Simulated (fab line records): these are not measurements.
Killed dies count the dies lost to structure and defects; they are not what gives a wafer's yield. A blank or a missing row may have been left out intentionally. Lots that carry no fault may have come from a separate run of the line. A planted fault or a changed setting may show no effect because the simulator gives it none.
Check of tool commonality :: flow nand-harc :: 1 lot, 3 wafers sampled

REASON FOR OPENING
At NHARC_END_SORT_01 the reading killed-at-periphery is flagged on 1 of 1 lot. Fault-free wafers read 3.9, with a standard deviation of 2.5.
Rule: flag the lot when none of its wafers has a number, or when each of its wafers that has one lies beyond 4 standard deviations from that mean. The rest of the lots are taken to be sound.

lot: L883
measured: day 31 21:36
on: prober-01
killed-at-periphery, wafer by wafer: 597 619 591
flag: FLAGGED
Averaged over the flagged lots the numbers come to 602.3, +598.4 from the usual (+99 or more standard deviations).

WHICH TOOL EACH LOT WENT THROUGH
4 process steps preceding the reading are held in the record, out of 1302 steps in the route. In each cell: the tool, then ch and the chambers that the sampled wafers went through, then the start.
lot: L883
flag: FLAGGED
NHARC_P_ZERO_WELL_EXPOSE_34: krf-scanner-02 ch 0, day 7 19:59
NHARC_P_GATE_ETCH_32: no row
NHARC_P_GATE_DESCUM_61: no row
NHARC_P_GATE_STRIP_76: no row
What is done by these steps:
- NHARC_P_ZERO_WELL_EXPOSE_34: exposes mask P PWELL, target cd 720 nm.
- NHARC_P_GATE_ETCH_32: etches the open film in HBr/Cl2, target depth 150 nm, time 100.1 s.
- NHARC_P_GATE_DESCUM_61: chemistry O2, time 3 s.
- NHARC_P_GATE_STRIP_76: strips in O2.
- NHARC_END_SORT_01

FLAGGED AGAINST TOTAL, ONE TOOL AT A TIME (gauges that did the reading follow at the end)
step: NHARC_P_ZERO_WELL_EXPOSE_34
tool: krf-scanner-02
lots run: 1
flagged: 1
share of the flagged lots: all
sound lots run after its first flagged lot: 0

step: NHARC_END_SORT_01
tool: prober-01
lots run: 1
flagged: 1
share of the flagged lots: all
sound lots run after its first flagged lot: 0

WHAT THE TABLE ALLOWS
In 2 table rows, all flagged lots were run: krf-scanner-02 (NHARC_P_ZERO_WELL_EXPOSE_34), prober-01 (NHARC_END_SORT_01).
- krf-scanner-02 at NHARC_P_ZERO_WELL_EXPOSE_34: 1 of its 1 lot flagged. It ran no sound lot before its first flagged lot in this sample, so the start can't be narrowed down.
- prober-01 at NHARC_END_SORT_01: 1 of its 1 lot flagged. It ran no sound lot before its first flagged lot in this sample, so the start can't be narrowed down.
Counting lots can't tell these 2 tools apart, because each fits a fault that began at some hour. More lots, or a look at what each step does to the wafer, might.

WHAT THE SIMULATOR HAD PUT IN
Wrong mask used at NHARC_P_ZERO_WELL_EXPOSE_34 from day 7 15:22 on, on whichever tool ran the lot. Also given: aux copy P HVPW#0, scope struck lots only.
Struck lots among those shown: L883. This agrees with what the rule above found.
